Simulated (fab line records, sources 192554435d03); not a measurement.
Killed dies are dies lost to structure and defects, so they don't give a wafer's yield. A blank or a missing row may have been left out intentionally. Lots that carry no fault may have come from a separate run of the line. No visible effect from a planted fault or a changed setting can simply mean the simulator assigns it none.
One fault seen from 3 desks :: flow n5_finfet :: numbers are kept per desk, each desk with only its own; the story behind them comes last

== THE DEFECT DESK ==
For each lot, the counts of the inspections along the route, averaged over the sampled wafers that have a number. If a lot's mean is further than 4 standard deviations from the usual mean, the lot is out of limits and carries the mark OUT (the distance appears in the brackets).
Columns: A = raw_defect_count at N5_PASSIVATION_INSPECT_61, usual 1.9
lot: L525
first seen here: day 11 16:35
A: 1.7

lot: L529
first seen here: day 12 23:07
A: 1.7

lot: L531
first seen here: day 13 10:35
A: 1.0

lot: L537
first seen here: day 14 13:49
A: 1.3

lot: L543
first seen here: day 16 02:04
A: 1.3
Finding of this desk: none of the 5 lots has anything out of limits.

== TOOL OWNER'S DESK, rie_diel-01 ==
The tool's own readings at N5_PASSIVATION_ETCH_15 (etches SiCN in CF4/N2, target depth 75 nm, time 81.2 s): means of the sampled wafers that have a number, for each lot that ran on this tool. If a lot's mean is further than 4 standard deviations from the usual mean, the lot is out of limits and carries the mark OUT (the distance appears in the brackets).
Columns: A = drypump_motor_current_A at N5_PASSIVATION_ETCH_15, usual 5.7 A; B = mfc_ar_sccm at N5_PASSIVATION_ETCH_15, usual 99.99 sccm; C = oes_product_au at N5_PASSIVATION_ETCH_15, usual 0.80 a.u.; D = rf_fwd_power_W at N5_PASSIVATION_ETCH_15, usual 428.0 W; E = rf_vpp_V at N5_PASSIVATION_ETCH_15, usual 382.2 V; F = showerhead_plenum_p_Torr at N5_PASSIVATION_ETCH_15, usual 2.20 Torr; G = throttle_valve_pct at N5_PASSIVATION_ETCH_15, usual 15.40 %
lot: L525
first seen here: day 11 17:16
A: 5.3
B: 99.82
C: 0.91
D: 428.5
E: 382.8
F: 2.24
G: 15.20

lot: L529
first seen here: day 12 23:41
A: 5.5
B: 100.16
C: 0.79
D: 427.3
E: 382.8
F: 2.22
G: 15.35
Finding of this desk: none of the 2 lots has anything out of limits.

== METROLOGY DESK ==
Lot by lot, what the gauges showed, no matter which tool ran the lot: averages of those sampled wafers that carry a number. If a lot's mean is further than 4 standard deviations from the usual mean, the lot is out of limits and carries the mark OUT (the distance appears in the brackets).
Columns: A = cd_nm at N5_PASSIVATION_CD_MEAS_10, usual 2999.9 nm; B = TV_OVL at N5_PASSIVATION_OVL_MEAS_60, usual 5 nm
lot: L525
first seen here: day 11 16:32
A: 3000.8
B: 6

lot: L529
first seen here: day 12 23:04
A: 3001.3
B: 0

lot: L531
first seen here: day 13 10:32
A: 3001.4
B: 7

lot: L537
first seen here: day 14 13:46
A: 3000.7
B: -5

lot: L543
first seen here: day 16 02:01
A: 3000.4
B: 7
Finding of this desk: none of the 5 lots has anything out of limits.

== BROUGHT TOGETHER ==
The defect desk saw nothing out of limits.
The tool owner's desk saw nothing out of limits.
The metrology desk saw nothing out of limits.

== WHAT THE SIMULATOR HAD INSERTED ==
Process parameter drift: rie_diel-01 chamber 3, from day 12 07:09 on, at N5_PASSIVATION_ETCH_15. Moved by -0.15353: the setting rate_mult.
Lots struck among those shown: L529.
